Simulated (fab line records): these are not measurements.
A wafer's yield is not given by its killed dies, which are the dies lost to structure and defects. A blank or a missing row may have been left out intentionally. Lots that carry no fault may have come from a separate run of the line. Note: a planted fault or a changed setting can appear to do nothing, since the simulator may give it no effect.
Code-filled problem report in 8D (eight disciplines) form    flow nand-harc    the parts of the form that need people (team, actions taken, sign-off) are left out

== 1. PROBLEM STATEMENT ==
Mean of killed-at-periphery at NHARC_END_SORT_01: 606.3 across 3 wafers in 2 lots; on wafers with no fault it is 3.7 (standard deviation 2.3). So: +99 or more standard deviations from the usual mean.
First seen on wafer L512.4, day 30 14:46, on prober-01. Wafers with a number at this step in the record: 6, from 2 lots. Rule for "out", or "out of limits": more than 4 standard deviations from the usual mean. The other wafers with a number count as sound.

== 2. WHAT IT IS; WHAT IT IS NOT ==
question                     is                                is not
which readings at this step  killed-at-periphery, killed-dies  killed-at-array, killed-at-other, killed-open, killed-short
which lots                   L512, L513                        -
which wafers of those lots   L512.4, L513.1, L513.6            L512.3, L512.6, L513.2
read on which gauges         prober-01                         -
when                         from day 30 14:46                 up to then (1 sound wafer); but 2 sound wafers of L512, L513 came after

== 3. WHAT RULES OUT EACH SUSPECT ==
Counting: a tool at a process step up to the reading stays a suspect if it ran every lot that is out. Sound lots after the first of them don't rule it out here, since some wafers of a struck lot are sound.
- the gauge at NHARC_END_SORT_01 is ruled out. All the wafers that are out were read on prober-01, but those of them that NHARC_P_GATE_ETCHBACK_37 has rows for are out there too, on other tools.
- rie-diel-05 at NHARC_P_GATE_STRIP_108 (strips in O2): kept. It ran every lot that is out, first L513 (day 11 01:25).
- rie-diel-02 at NHARC_P_GATE_ETCHBACK_37 (etches the open film in CHF3/O2, target depth 34.5 nm, time 17.2 s): kept. It ran every lot that is out, first L513 (day 11 11:32). Out on those wafers are its own readings of run-length-s.
- At NHARC_P_GATE_ETCHBACK_37, inside rie-diel-02: chamber 0 took the wafers that are out, while their sound lot-mates went through chambers 1, 2, 3.
Left after counting: rie-diel-05 at NHARC_P_GATE_STRIP_108, rie-diel-02 at NHARC_P_GATE_ETCHBACK_37.

== 4. THE CAUSE (what the simulator had put in) ==
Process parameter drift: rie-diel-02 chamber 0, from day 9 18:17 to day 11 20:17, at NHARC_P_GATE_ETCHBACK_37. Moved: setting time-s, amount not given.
2 suspects survive the count, and this tool is in that group.

== 5. THE CHAIN OF EFFECTS, in route order ==
Rows list readings where the struck wafers' mean (over those with a number) sits beyond 3 standard deviations from the usual. Readings are gone through only where the record gives a usual standard deviation; hours: the median, over the lots, of the time from a lot's start at the first step in this table giving one to that lot's start at this step; sigmas: the change measured in usual standard deviations.
hours  step                      reading              usual   on struck wafers  change  sigmas
0      NHARC_P_GATE_ETCHBACK_37  run-length-s         38.5 s  52.8              +14.3   +37
460    NHARC_END_SORT_01         killed-at-periphery  3.7     606.3             +602.6  +99 or more
460    NHARC_END_SORT_01         killed-dies          64      677               +613    +36
Its process steps:
- NHARC_P_GATE_ETCHBACK_37: etches the open film in CHF3/O2, target depth 34.5 nm, time 17.2 s.

== 6. WHAT WOULD HAVE CAUGHT IT SOONER ==
The first out-of-limits reading at a measuring or inspecting step in this record came at day 30 14:46, 500 hours after the fault's start at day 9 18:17.
Tool's own readings at NHARC_P_GATE_ETCHBACK_37, run-length-s: out on all struck wafers the step has rows for; an alarm limit on them would have tripped on the first.
The start of NHARC_P_GATE_ETCHBACK_37 on rie-diel-02 came by day 30 14:46 for every one of the lots that are out (2). Holding the tool at that point would not have protected any of them.
